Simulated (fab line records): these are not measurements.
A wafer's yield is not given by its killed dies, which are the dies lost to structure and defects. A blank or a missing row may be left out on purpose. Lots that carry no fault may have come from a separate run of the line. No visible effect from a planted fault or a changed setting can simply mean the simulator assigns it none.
The tool behind it: which one?    flow nand_harc    14 lots with 42 wafers sampled at 2 steps, on a route of 1302 steps

## WHAT THE GAUGES SHOWED, per wafer
NHARC_P_BONDPAD_OVL_MEAS_38.
lot   measured      on          overlay_x_nm (nm)  overlay_y_nm (nm)
L831  day 6 14:29   overlay-02  8 7 7              -5 -6 -5
L833  day 7 12:02   overlay-02  10 9 9             0 0 0
L834  day 8 01:06   overlay-01  4 4 4              -7 -8 -7
L835  day 8 04:55   overlay-01  5 5 5              2 3 2
L836  day 8 20:43   overlay-02  7 7 8              3 2 3
L837  day 8 22:00   overlay-02  -10 -9 -10         3 3 3
L839  day 10 00:32  overlay-02  -2 -1 -1           0 0 0
L842  day 11 07:19  overlay-02  -6 -6 -6           2 2 2
L844  day 11 20:37  overlay-02  4 4 4              7 7 6
L847  day 13 10:16  overlay-02  11 11 11           4 4 4
L849  day 14 00:17  overlay-01  7 7 7              -9 -9 -9
L850  day 14 14:44  overlay-01  -2 -2 -2           5 5 4
L851  day 14 23:14  overlay-02  7 7 7              8 8 9
L853  day 15 21:58  overlay-01  1 1 1              -5 -5 -6

## TOOL THAT RAN EACH LOT (tool first, then ch and the chambers of the sampled wafers, then the start)
lot   NHARC_P_M2_PVD_20
L831  pvd_sputter-03, day 6 14:29 or earlier
L833  pvd_sputter-01, day 7 12:02 or earlier
L834  pvd_sputter-01, day 8 01:06 or earlier
L835  pvd_sputter-03, day 8 04:55 or earlier
L836  pvd_sputter-02, day 8 20:43 or earlier
L837  pvd_sputter-01, day 8 22:00 or earlier
L839  pvd_sputter-02, day 10 00:32 or earlier
L842  pvd_sputter-03, day 11 07:19 or earlier
L844  pvd_sputter-03, day 11 20:37 or earlier
L847  pvd_sputter-01, day 13 10:16 or earlier
L849  pvd_sputter-02, day 14 00:17 or earlier
L850  pvd_sputter-01, day 14 14:44 or earlier
L851  pvd_sputter-01, day 14 23:14 or earlier
L853  pvd_sputter-01, day 15 21:58 or earlier
- NHARC_P_M2_PVD_20: deposits TaN, target thk 5 nm, time 8.06 s.

## AS READ BY THE TOOLS THEMSELVES (means over the sampled wafers that have a number; for cases with no such wafer, the mark the record gives instead)
NHARC_P_M2_PVD_20.
lot   tool            bias_v (V)  throttle_valve_pct (%)
L831  pvd_sputter-03  167.9       28.9
L833  pvd_sputter-01  168.4       30.7
L834  pvd_sputter-01  170.1       30.1
L835  pvd_sputter-03  168.8       28.9
L836  pvd_sputter-02  168.0       31.2
L837  pvd_sputter-01  168.1       30.9
L839  pvd_sputter-02  168.5       29.2
L842  pvd_sputter-03  169.2       30.1
L844  pvd_sputter-03  166.6       28.5
L847  pvd_sputter-01  168.7       29.8
L849  pvd_sputter-02  168.7       30.2
L850  pvd_sputter-01  167.8       29.4
L851  pvd_sputter-01  167.4       29.9
L853  pvd_sputter-01  167.7       30.0

## THE ANSWER, worked out from the rows above alone
Rule: what is usual is taken from the lots themselves. Put in order of their means at a reading, lots are off if they are a third of the lots or fewer, leave a main group of 4 or more, and stand apart from it by a gap of 3 or more times the standard deviation of the main group's means; of several such gaps the widest counts. A main group whose means are all the same, to the digits that the tables above print for the reading, isn't used. Also off: a lot with no number at a reading for which 4 or more lots have one. All remaining lots with rows at the step are treated as sound. After the gauges, taken in route order, come the tools' own readings; for these a lot's mean is taken, as printed above. At the first step where some lot is off, the reading lying furthest off is the one used; lots without a number count as furthest.
Across all readings shown, no lot is off: no conclusion can be drawn from this.

## WHAT HAD BEEN PUT IN BY THE SIMULATOR
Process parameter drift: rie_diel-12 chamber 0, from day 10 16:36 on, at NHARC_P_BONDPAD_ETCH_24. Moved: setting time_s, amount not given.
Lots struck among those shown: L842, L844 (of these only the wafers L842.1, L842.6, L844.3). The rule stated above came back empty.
